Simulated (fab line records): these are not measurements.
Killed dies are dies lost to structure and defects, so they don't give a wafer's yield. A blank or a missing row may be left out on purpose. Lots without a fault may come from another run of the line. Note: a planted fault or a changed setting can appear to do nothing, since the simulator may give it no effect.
Lot-split experiment / flow n5Finfet / on a route of 1938 steps: 7 lots, 21 wafers read

== ABOUT THE SPLIT ==
At N5_SD_EPI_P_ETCH_16 (etches SiO2 in CHF3/O2, target depth 5 nm), the setting targetDepthA was moved away from the recipe's 50 angstrom on 6 of the 21 wafers read, by -8.2% to +9.4%. For the rest of the wafers, this setting stayed at what the recipe calls for.

The split's own step is where the reading is taken.

== THE READING ==
etch.depthNm (the simulator's own value, which no gauge read), in nm, at N5_SD_EPI_P_ETCH_16 (etches SiO2 in CHF3/O2, target depth 5 nm). There is no usual value for it anywhere in the file. Average 5.034 nm, standard deviation 0.085 nm, over the 15 wafers here run with the recipe.

wafer=L074.2; tool, chamber at the split=rieDiel-06, 1; targetDepthA as run, angstrom=50; against the recipe=recipe; etch.depthNm, nm=5.093; against lot-mates on the recipe=-
wafer=L074.3; tool, chamber at the split=rieDiel-06, 0; targetDepthA as run, angstrom=50; against the recipe=recipe; etch.depthNm, nm=4.99; against lot-mates on the recipe=-
wafer=L074.5; tool, chamber at the split=rieDiel-06, 0; targetDepthA as run, angstrom=50; against the recipe=recipe; etch.depthNm, nm=5.023; against lot-mates on the recipe=-
wafer=L078.3; tool, chamber at the split=rieDiel-06, 3; targetDepthA as run, angstrom=48.01; against the recipe=-4.0%; etch.depthNm, nm=4.636; against lot-mates on the recipe=-0.306
wafer=L078.5; tool, chamber at the split=rieDiel-06, 1; targetDepthA as run, angstrom=48.01; against the recipe=-4.0%; etch.depthNm, nm=4.86; against lot-mates on the recipe=-0.082
wafer=L078.6; tool, chamber at the split=rieDiel-06, 2; targetDepthA as run, angstrom=50; against the recipe=recipe; etch.depthNm, nm=4.942; against lot-mates on the recipe=-
wafer=L082.3; tool, chamber at the split=rieDiel-05, 1; targetDepthA as run, angstrom=53.14; against the recipe=+6.3%; etch.depthNm, nm=5.477; against lot-mates on the recipe=+0.439
wafer=L082.5; tool, chamber at the split=rieDiel-05, 0; targetDepthA as run, angstrom=50; against the recipe=recipe; etch.depthNm, nm=5.093; against lot-mates on the recipe=-
wafer=L082.6; tool, chamber at the split=rieDiel-05, 3; targetDepthA as run, angstrom=50; against the recipe=recipe; etch.depthNm, nm=4.983; against lot-mates on the recipe=-
wafer=L085.1; tool, chamber at the split=rieDiel-06, 2; targetDepthA as run, angstrom=45.9; against the recipe=-8.2%; etch.depthNm, nm=4.56; against lot-mates on the recipe=-0.269
wafer=L085.2; tool, chamber at the split=rieDiel-06, 3; targetDepthA as run, angstrom=50; against the recipe=recipe; etch.depthNm, nm=4.829; against lot-mates on the recipe=-
wafer=L085.6; tool, chamber at the split=rieDiel-06, 0; targetDepthA as run, angstrom=45.9; against the recipe=-8.2%; etch.depthNm, nm=4.523; against lot-mates on the recipe=-0.306
wafer=L090.2; tool, chamber at the split=rieDiel-05, 1; targetDepthA as run, angstrom=50; against the recipe=recipe; etch.depthNm, nm=5.083; against lot-mates on the recipe=-
wafer=L090.4; tool, chamber at the split=rieDiel-05, 3; targetDepthA as run, angstrom=50; against the recipe=recipe; etch.depthNm, nm=5.109; against lot-mates on the recipe=-
wafer=L090.5; tool, chamber at the split=rieDiel-05, 1; targetDepthA as run, angstrom=54.68; against the recipe=+9.4%; etch.depthNm, nm=5.569; against lot-mates on the recipe=+0.473
wafer=L091.2; tool, chamber at the split=rieDiel-05, 3; targetDepthA as run, angstrom=50; against the recipe=recipe; etch.depthNm, nm=5.1; against lot-mates on the recipe=-
wafer=L091.3; tool, chamber at the split=rieDiel-05, 0; targetDepthA as run, angstrom=50; against the recipe=recipe; etch.depthNm, nm=5.083; against lot-mates on the recipe=-
wafer=L091.5; tool, chamber at the split=rieDiel-05, 1; targetDepthA as run, angstrom=50; against the recipe=recipe; etch.depthNm, nm=5.179; against lot-mates on the recipe=-
wafer=L094.3; tool, chamber at the split=rieDiel-06, 2; targetDepthA as run, angstrom=50; against the recipe=recipe; etch.depthNm, nm=4.939; against lot-mates on the recipe=-
wafer=L094.4; tool, chamber at the split=rieDiel-06, 0; targetDepthA as run, angstrom=50; against the recipe=recipe; etch.depthNm, nm=4.997; against lot-mates on the recipe=-
wafer=L094.5; tool, chamber at the split=rieDiel-06, 1; targetDepthA as run, angstrom=50; against the recipe=recipe; etch.depthNm, nm=5.067; against lot-mates on the recipe=-

THE FIT
A straight line over all 21 wafers: etch.depthNm changes by +0.0618 nm for each +1% of targetDepthA; r = +0.94; the points scatter about the line by 0.087 nm.
The same after taking each lot's own level away (the mean of its wafers on the recipe; 21 wafers): +0.0463 nm for each +1%; r = +0.94; scatter 0.067 nm.
According to that fit, moving targetDepthA by its largest amount changes the reading by 0.43 nm.
The lots' own levels span 4.8290 to 5.1207 nm, that is 3.4 times the standard deviation above.
In other words, the slope is changed by the lot-to-lot level; the two fits disagree.
Check: +0.437 nm against its lot-mates is what the line predicts for one of the wafers moved furthest among these (+9.4%) when that wafer is left out of the fit. Against them it came out at +0.473 nm.

== ADDITIONAL SPLITS CARRIED BY THESE WAFERS ==
Note: prior to the reading, these wafers also went through further splits. Each is held against what the fit with the lots' levels taken away leaves over:
other split on the same wafers=N5_WELL_APT_COAT_02 spinRpm; wafers away from the commonest value=9; r with etch.depthNm (lot level and that fit taken away)=+0.01
other split on the same wafers=N5_WELL_APT_EXPOSE_05 doseMj; wafers away from the commonest value=5; r with etch.depthNm (lot level and that fit taken away)=-0.05
other split on the same wafers=N5_PMOS_HMC_CHANNEL_EPI_PEB_07 pebTimeS; wafers away from the commonest value=6; r with etch.depthNm (lot level and that fit taken away)=-0.20
other split on the same wafers=N5_PMOS_HMC_CHANNEL_EPI_DEVELOP_08 developTimeS; wafers away from the commonest value=7; r with etch.depthNm (lot level and that fit taken away)=+0.01
other split on the same wafers=N5_FIN_SAQP_ETCH_65 timeS; wafers away from the commonest value=4; r with etch.depthNm (lot level and that fit taken away)=-0.24
other split on the same wafers=N5_FIN_CUT_ETCH_21 timeS; wafers away from the commonest value=8; r with etch.depthNm (lot level and that fit taken away)=-0.07
other split on the same wafers=N5_FIN_CUT_CUT_ETCH_26 sourceW; wafers away from the commonest value=4; r with etch.depthNm (lot level and that fit taken away)=-0.38
other split on the same wafers=N5_SD_EPI_N_DEVELOP_08 developTimeS; wafers away from the commonest value=7; r with etch.depthNm (lot level and that fit taken away)=+0.10

== THE FILE'S OWN FIT ==
etch.depthNm changes by +0.049 nm for each +1% of targetDepthA, r = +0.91.
